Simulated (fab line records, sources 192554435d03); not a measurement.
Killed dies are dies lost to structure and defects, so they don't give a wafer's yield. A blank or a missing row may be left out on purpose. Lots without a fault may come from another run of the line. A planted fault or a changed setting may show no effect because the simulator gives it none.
fab line records | flow n5_finfet | part 2 of 2: steps 27 to 41 of 41
record lots=5 wafers=15 last_day=15
route steps=1938 shown STI_FIN_REVEAL@189 DUMMY_GATE@212
lots that met no fault: from a run of the same line without faults
start_h: hours from the record's first day to the start of the lot's first wafer shown | wait_h: hours since the lot's step before | " the same as in the row above | L1.1+2: a row that stands for several wafers | - no value, or no start given | * or withheld: withheld | < > ~ a bound
route shown NAME@n: a module of which the file shows steps, and the number in the route of the first | usual: mean/standard deviation of fault-free wafers | same: alike in all rows | chamber/n: place in a boat | sites: the reading at each site | _std_site: their standard deviation | _edge_site: outer sites' mean less inner sites' | radius_mm: how far each site lies from the wafer's centre | mask NAME#n: copy n | behind: the tool/chamber that last shaped the wafer | hold: why the lot was held/for how many hours/how that ended | device: the transistor (n, p or np) that didn't switch | end of line: the same wafers' tests at the end of the route | a step without rows: its recipe alone | killed: dies lost to structure and defects at the first sort, not the wafer's yield | map: a wafer's dies, x killed, . not, _ none there
set.NAME: the setting as run; set.NAME@STEP: as run at that earlier step | model.NAME: the simulator's own value behind a step, which no gauge read
lots at some steps of the route; a table a step, a row a wafer
services: from which hour (start_h, from the record's first day; less than 0 if before it) a tool's chamber was out of use, for how many hours, and why
## steps
# step N5_DUMMY_GATE_CVD_03
# recipe material=a-Si target_thk_a=1500 temp_c=530 precursor=SiH4 time_s=8042
# usual spike_tc_bottom_C=553/4.2 zone_power_lower_pct=6.43/0.16 zone_power_top_pct=16.23/0.24 zone_power_upper_pct=7.2/0.52
# columns lot.wafer tool chamber start_h wait_h spike_tc_bottom_C zone_power_lower_pct zone_power_top_pct zone_power_upper_pct
L075.3 lpcvd-02 1/100 45.29 0.1 555 6.20 16.43 7.2
L075.4 " 1/104 " " 555 6.20 16.43 7.2
L075.6 " 1/114 " " 555 6.20 16.43 7.2
L076.1 lpcvd-02 0/40 50.70 0.1 548 6.57 16.53 7.7
L076.5 " 0/59 " " 548 6.57 16.53 7.7
L076.6 " 0/64 " " 548 6.57 16.53 7.7
L077.2 lpcvd-02 0/20 57.23 0.1 548 6.58 16.52 7.8
L077.5 " 0/34 " " 548 6.58 16.52 7.8
L077.6 " 0/39 " " 548 6.58 16.52 7.8
L084.2 lpcvd-02 0/20 99.16 0.1 547 6.59 16.47 7.8
L084.4 " 0/29 " " 547 6.59 16.47 7.8
L084.5 " 0/34 " " 547 6.59 16.47 7.8
L085.1 lpcvd-02 1/40 107.07 2.3 554 6.25 16.48 7.1
L085.2 " 1/45 " " 554 6.25 16.48 7.1
L085.6 " 1/64 " " 554 6.25 16.48 7.1
# step N5_DUMMY_GATE_PRECLEAN_46
# recipe chemistry=DIW time_s=89.5 temp_c=23
# columns lot.wafer tool chamber start_h wait_h
L075.3+4+6 wet_bench-06 6,2,1 48.97 0.0
L076.1+5+6 wet_bench-06 0,1,5 54.38 0.0
L077.2+5+6 wet_bench-03 6,4,3 62.73 0.0
L084.2+4+5 wet_bench-03 7,0,1 102.84 0.0
L085.1+2+6 wet_bench-01 3,7,5 110.76 0.0
# step N5_DUMMY_GATE_SRD_47
# recipe dry_time_s=32 dry=n2_spin spin_rpm=1500
# usual spin_rpm=1499.9/0.79
# columns lot.wafer tool chamber start_h wait_h spin_rpm
L075.3 wet_bench-06 6 49.00 0.0 1500.6
L075.4 " 2 " " 1499.1
L075.6 " 1 " " 1500.5
L076.1 wet_bench-06 0 54.41 0.0 1499.3
L076.5 " 1 " " 1499.4
L076.6 " 5 " " 1499.9
L077.2 wet_bench-03 6 62.76 0.0 1498.9
L077.5 " 4 " " 1500.0
L077.6 " 3 " " 1499.6
L084.2 wet_bench-03 7 102.87 0.0 1500.7
L084.4 " 0 " " 1500.4
L084.5 " 1 " " 1500.4
L085.1 wet_bench-01 3 110.79 0.0 1499.5
L085.2 " 7 " " 1499.8
L085.6 " 5 " " 1499.9
# step N5_DUMMY_GATE_CMP_04
# recipe material=a-Si post_cmp_clean=alkaline_brush
# usual motor_current_A=10.3/0.67 time_to_endpoint_s=13.3/1.8
# columns lot.wafer tool chamber start_h wait_h motor_current_A time_to_endpoint_s
L075.4 cmp-01 1 49.03 0.0 10.1 15.1
L075.3 " 3 " " 10.9 12.9
L075.6 " 1 " " 10.4 13.1
L076.1 cmp-01 3 54.50 0.1 10.6 11.6
L076.6 " 1 " " 9.7 13.3
L076.5 " 2 " " 11.3 13.9
L077.2 cmp-02 0 62.85 0.1 10.6 10.7
L077.5 " 2 " " 10.3 13.4
L077.6 " 3 " " 8.6 11.5
L084.2 cmp-04 2 102.93 0.1 10.1 15.2
L084.4 " 0 " " 9.3 15.0
L084.5 " 1 " " 10.8 13.8
L085.2 cmp-04 2 110.82 0.0 10.9 13.7
L085.1 " 3 " " 9.8 12.2
L085.6 " 2 " " 10.8 14.0
# step N5_DUMMY_GATE_THK_MEAS_05
# usual thk_nm=71.8/0.77
# columns lot.wafer tool chamber start_h wait_h thk_nm
L075.3 film_metro-02 - 49.27 0.2 72.5
L075.4 " - " " 72.5
L075.6 " - " " 73.1
L076.1 film_metro-02 - 54.68 0.1 72.1
L076.5 " - " " 71.9
L076.6 " - " " 72.1
L077.2 film_metro-02 - 63.03 0.1 71.6
L077.5 " - " " 73.0
L077.6 " - " " 71.3
L084.2 film_metro-01 - 103.14 0.2 73.0
L084.4 " - " " 73.0
L084.5 " - " " 72.0
L085.1 film_metro-01 - 111.07 0.2 71.3
L085.2 " - " " 71.7
L085.6 " - " " 70.7
# step N5_DUMMY_GATE_HM_DEP_06
# recipe material=SiNx target_thk_a=800 precursor=DCS/NH3 temp_c=700 pressure_mtorr=300 time_s=5141
# usual spike_tc_bottom_C=722/3.9 zone_power_lower_pct=10.30/0.2 zone_power_top_pct=23.6/0.33 zone_power_upper_pct=11.3/0.9
# columns lot.wafer tool chamber start_h wait_h spike_tc_bottom_C zone_power_lower_pct zone_power_top_pct zone_power_upper_pct
L075.3 lpcvd-01 1/50 49.30 0.0 724 10.09 23.4 11.7
L075.4 " 1/54 " " 724 10.09 23.4 11.7
L075.6 " 1/64 " " 724 10.09 23.4 11.7
L076.1 lpcvd-01 1/40 54.71 0.0 723 10.09 23.5 11.8
L076.5 " 1/59 " " 723 10.09 23.5 11.8
L076.6 " 1/64 " " 723 10.09 23.5 11.8
L077.2 lpcvd-01 0/45 63.06 0.0 725 10.33 23.4 10.2
L077.5 " 0/59 " " 725 10.33 23.4 10.2
L077.6 " 0/64 " " 725 10.33 23.4 10.2
L084.2 lpcvd-02 1/20 103.17 0.0 722 10.05 24.0 11.5
L084.4 " 1/29 " " 722 10.05 24.0 11.5
L084.5 " 1/34 " " 722 10.05 24.0 11.5
L085.1 lpcvd-01 0/65 111.09 0.0 726 10.30 23.3 10.2
L085.2 " 0/70 " " 726 10.30 23.3 10.2
L085.6 " 0/89 " " 726 10.30 23.3 10.2
# step N5_DUMMY_GATE_PECVD_30
# recipe material=SiO2 target_thk_a=550 temp_c=400 precursor=TEOS/O2 pressure_torr=6.5 rf_w=withheld teos_flow_sccm=withheld gas=O2 flow_sccm=2650 time_s=10.8
# columns lot.wafer tool chamber start_h wait_h
L075.3+4+6 pecvd-03 1,0,1 53.24 0.0
L076.1+5+6 pecvd-04 2,2,1 58.65 0.0
L077.2+5+6 pecvd-03 0,1,0 67.00 0.0
L084.2+4+5 pecvd-04 1,2,0 107.11 0.0
L085.1+2+6 pecvd-04 1,2,2 115.04 0.0
# step N5_DUMMY_GATE_COAT_34
# recipe resist=SOC temp_c=250 time_s=60 spin_rpm=1500 resist_thk_nm=60
# columns lot.wafer tool chamber start_h wait_h
L075.3+4+6 litho_track-05 0 53.30 0.0
L076.1+5+6 litho_track-02 0 58.71 0.0
L077.2+5+6 litho_track-05 0 67.06 0.0
L084.2+4+5 litho_track-02 0 107.17 0.0
L085.1+2+6 litho_track-05 0 115.09 0.0
# step N5_DUMMY_GATE_COAT_35
# recipe resist=SiARC temp_c=220 time_s=60 spin_rpm=1500 resist_thk_nm=10
# columns lot.wafer tool chamber start_h wait_h
L075.3+4+6 litho_track-05 0 - -
L076.1+5+6 litho_track-02 0 - -
L077.2+5+6 litho_track-05 0 - -
L084.2+4+5 litho_track-02 0 - -
L085.1+2+6 litho_track-05 0 - -
# step N5_DUMMY_GATE_COAT_28
# recipe resist=underlayer temp_c=205 time_s=60 spin_rpm=1500 resist_thk_nm=10
# columns lot.wafer tool chamber start_h wait_h
L075.3+4+6 litho_track-05 0 - -
L076.1+5+6 litho_track-02 0 - -
L077.2+5+6 litho_track-05 0 - -
L084.2+4+5 litho_track-02 0 - -
L085.1+2+6 litho_track-05 0 - -
# step N5_DUMMY_GATE_COAT_09
# recipe resist=CAR-EUV spin_rpm=1500 resist_thk_nm=30
# columns lot.wafer tool chamber start_h wait_h
L075.3+4+6 litho_track-05 0 - -
L076.1+5+6 litho_track-02 0 - -
L077.2+5+6 litho_track-05 0 - -
L084.2+4+5 litho_track-02 0 - -
L085.1+2+6 litho_track-05 0 - -
# step N5_DUMMY_GATE_EBR_11
# recipe solvent=PGMEA ebr_width_mm=1.5
# columns lot.wafer tool chamber start_h wait_h
L075.3+4+6 litho_track-05 0 - -
L076.1+5+6 litho_track-02 0 - -
L077.2+5+6 litho_track-05 0 - -
L084.2+4+5 litho_track-02 0 - -
L085.1+2+6 litho_track-05 0 - -
# step N5_DUMMY_GATE_SOFTBAKE_10
# recipe temp_c=110 time_s=60 resist=CAR-EUV
# columns lot.wafer tool chamber start_h wait_h
L075.3+4+6 litho_track-05 0 - -
L076.1+5+6 litho_track-02 0 - -
L077.2+5+6 litho_track-05 0 - -
L084.2+4+5 litho_track-02 0 - -
L085.1+2+6 litho_track-05 0 - -
# step N5_DUMMY_GATE_EXPOSE_12
# recipe mask_id=GATE na=0.33 source_shape=annular sigma_inner=0.2 sigma_outer=0.6 polarization=unpolarized target_cd_nm=25 dose_mj=34
# same sigma_outer=0.6
# columns lot.wafer tool chamber start_h wait_h mask
L075.3+4+6 euv_scanner-01 0 53.45 - GATE#0
L076.1+5+6 euv_scanner-01 0 58.85 - GATE#0
L077.2+5+6 euv_scanner-01 0 67.20 - GATE#0
L084.2+4+5 euv_scanner-01 0 107.43 - GATE#0
L085.1+2+6 euv_scanner-01 0 115.23 - GATE#0
# step N5_DUMMY_GATE_PEB_13
# recipe peb_temp_c=100 peb_time_s=60 resist=CAR-EUV
# columns lot.wafer tool chamber start_h wait_h
L075.3+4+6 litho_track-02 0 53.50 0.0
L076.1+5+6 litho_track-02 0 58.91 0.1
L077.2+5+6 litho_track-05 0 67.26 0.0
L084.2+4+5 litho_track-02 0 107.49 0.0
L085.1+2+6 litho_track-01 0 115.29 0.1
## services
# columns tool chamber start_h hours kind
wet_bench-03 - 18.42 4.4 pm
euv_scanner-01 - 23.82 1.0 pm
rie_si-06 3 24.06 5.7 repair
pecvd-03 - 25.50 5.5 pm
ald_sin-03 2 29.84 56.8 repair
rie_diel-05 - 47.80 1.1 repair
rie_si-01 0 47.97 5.0 repair
ald_sin-04 1 48.07 2.6 repair
cmp-02 - 52.81 6.3 pm
pecvd-04 1 53.59 4.6 repair
cmp-04 - 56.85 4.0 pm
litho_track-02 - 57.99 - consumable_replace:filter
ald_sin-04 1 59.57 6.5 repair
wet_bench-06 - 73.49 1.9 pm
lpcvd-02 - 78.26 6.0 pm
ald_sin-03 - 83.95 6.1 pm
remote_plasma-01 - 85.48 5.9 repair
euv_scanner-01 - 85.74 1.0 pm
lpcvd-01 - 95.02 14.6 pm
litho_track-05 - 99.70 - consumable_replace:filter
cmp-02 - 101.97 2.8 repair
cmp-02 - 109.63 1.5 repair
rie_diel-05 2 111.77 - clean
rie_diel-05 2 111.77 - consumable_replace:focus_ring
